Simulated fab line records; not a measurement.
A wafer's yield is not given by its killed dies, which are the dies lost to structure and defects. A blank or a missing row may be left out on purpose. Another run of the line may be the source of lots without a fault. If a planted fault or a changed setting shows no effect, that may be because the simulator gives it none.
Lot-split experiment | flow n5 finfet | route with 1938 steps; 7 lots, 21 wafers read

## THE SPLIT
At N5_BEOL_M5_HM_DEP_02 (deposits TiN, target thk 20 nm), the setting target thk a was moved away from the recipe's 200 angstrom on 6 of the 21 wafers read, by -11.7% to +12.9%. All remaining wafers had this setting at the recipe value.

## FROM THE SPLIT TO THE READING: what the file shows between them, 9 steps
- N5_BEOL_M5_COAT_59: time 60 s, resist thk 60 nm (also split here: spin rpm)
- N5_BEOL_M5_COAT_60: time 60 s, resist thk 12 nm
- N5_BEOL_M5_COAT_71: time 60 s, resist thk 5 nm
- N5_BEOL_M5_ETCH_72: etches underlayer in N2/H2, target depth 6.5 nm, time 5.2 s
- N5_BEOL_M5_ETCH_61: etches SiARC in CF4, target depth 15.6 nm, time 26 s
- N5_BEOL_M5_ETCH_62: etches SOC in N2/H2, target depth 75 nm, overetch 15 nm, time 112.5 s
- N5_BEOL_M5_STRIP_63: strips in N2/H2
- N5_BEOL_M5_STRIP_73: strips in N2/H2
- N5_BEOL_M5_STRIP_64: strips in CF4

## THE READING
etch.depth nm (the simulator's own value, which no gauge read), in nm, at N5_BEOL_M5_HM_OPEN_17 (chemistry Cl2/BCl3, target TiN, target depth 20 nm, overetch 6 nm). There is no usual value for it anywhere in the file. The 15 wafers here that ran the recipe average 20.16 nm, standard deviation 0.31 nm.

wafer  | tool, chamber at the split | target thk a as run, angstrom | against the recipe | etch.depth nm, nm | against lot-mates on the recipe
L076.1 | pvd sputter-03, -          | 211.7                         | +5.8%              | 21.8              | +1.05
L076.5 | pvd sputter-03, -          | 211.7                         | +5.8%              | 21.98             | +1.23
L076.6 | pvd sputter-03, -          | 200                           | recipe             | 20.75             | -
L078.1 | pvd sputter-01, -          | 200                           | recipe             | 20.35             | -
L078.2 | pvd sputter-01, -          | 200                           | recipe             | 20.52             | -
L078.4 | pvd sputter-01, -          | 200                           | recipe             | 20.6              | -
L080.1 | pvd sputter-02, -          | 225.8                         | +12.9%             | 22.3              | +2.29
L080.2 | pvd sputter-02, -          | 200                           | recipe             | 20.15             | -
L080.5 | pvd sputter-02, -          | 200                           | recipe             | 19.88             | -
L084.2 | pvd sputter-01, -          | 200                           | recipe             | 19.75             | -
L084.3 | pvd sputter-01, -          | 200                           | recipe             | 19.87             | -
L084.6 | pvd sputter-01, -          | 200                           | recipe             | 19.95             | -
L090.1 | pvd sputter-02, -          | 176.6                         | -11.7%             | 17.36             | -2.41
L090.3 | pvd sputter-02, -          | 200                           | recipe             | 19.74             | -
L090.5 | pvd sputter-02, -          | 200                           | recipe             | 19.81             | -
L093.1 | pvd sputter-03, -          | 200                           | recipe             | 20.28             | -
L093.3 | pvd sputter-03, -          | 200                           | recipe             | 20.3              | -
L093.4 | pvd sputter-03, -          | 200                           | recipe             | 20.3              | -
L095.1 | pvd sputter-01, -          | 208.8                         | +4.4%              | 21.17             | +1.04
L095.3 | pvd sputter-01, -          | 208.8                         | +4.4%              | 21.12             | +0.99
L095.6 | pvd sputter-01, -          | 200                           | recipe             | 20.13             | -

FIT RESULTS
A straight line over all 21 wafers: etch.depth nm changes by +0.217 nm for each +1% of target thk a; r = +0.94; the points scatter about the line by 0.35 nm.
The same after taking each lot's own level away (the mean of its wafers on the recipe; 21 wafers): +0.195 nm for each +1%; r = +0.99; scatter 0.11 nm.
Per that fit: largest target thk a move, reading shift of 2.5 nm.
From 19.775 to 20.750 nm: that is the span of the lots' own levels, equal to 3.2 times the standard deviation above.
So the slope is not independent of the lot-to-lot level: the two fits are not the same.
Check: +2.67 nm against its lot-mates is what the line predicts for one of the wafers moved furthest among these (+12.9%) when that wafer is left out of the fit. Against them it came out at +2.29 nm.

## FURTHER SPLITS ON THESE WAFERS
Before the reading, these wafers also passed through other splits. Each is held against what the fit with the lots' levels taken away leaves over:
other split on the same wafers | wafers away from the commonest value | r with etch.depth nm (lot level and that fit taken away)
N5_BEOL_M4_COAT_22 spin rpm    | 5                                    | +0.04
N5_BEOL_M5_COAT_59 spin rpm    | 6                                    | +0.22

## THE WHOLE CHAIN: every reading that the file lists as answering this split, in the file's order
step                  | what it does                                                      | reading                                                                          | change (the file's fit)               | r (the file's)
N5_BEOL_M5_HM_DEP_02  | deposits TiN, target thk 20 nm                                    | TiN_of_BEOL_M5_HM_DEP_02.thk nm (the simulator's own value, which no gauge read) | +0.196 nm for each +1% of the setting | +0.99
N5_BEOL_M5_HM_OPEN_17 | chemistry Cl2/BCl3, target TiN, target depth 20 nm, overetch 6 nm | etch.depth nm (the simulator's own value, which no gauge read)                   | +0.193 nm for each +1% of the setting | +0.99

## FILE'S OWN FIT
etch.depth nm changes by +0.193 nm for each +1% of target thk a, r = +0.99.
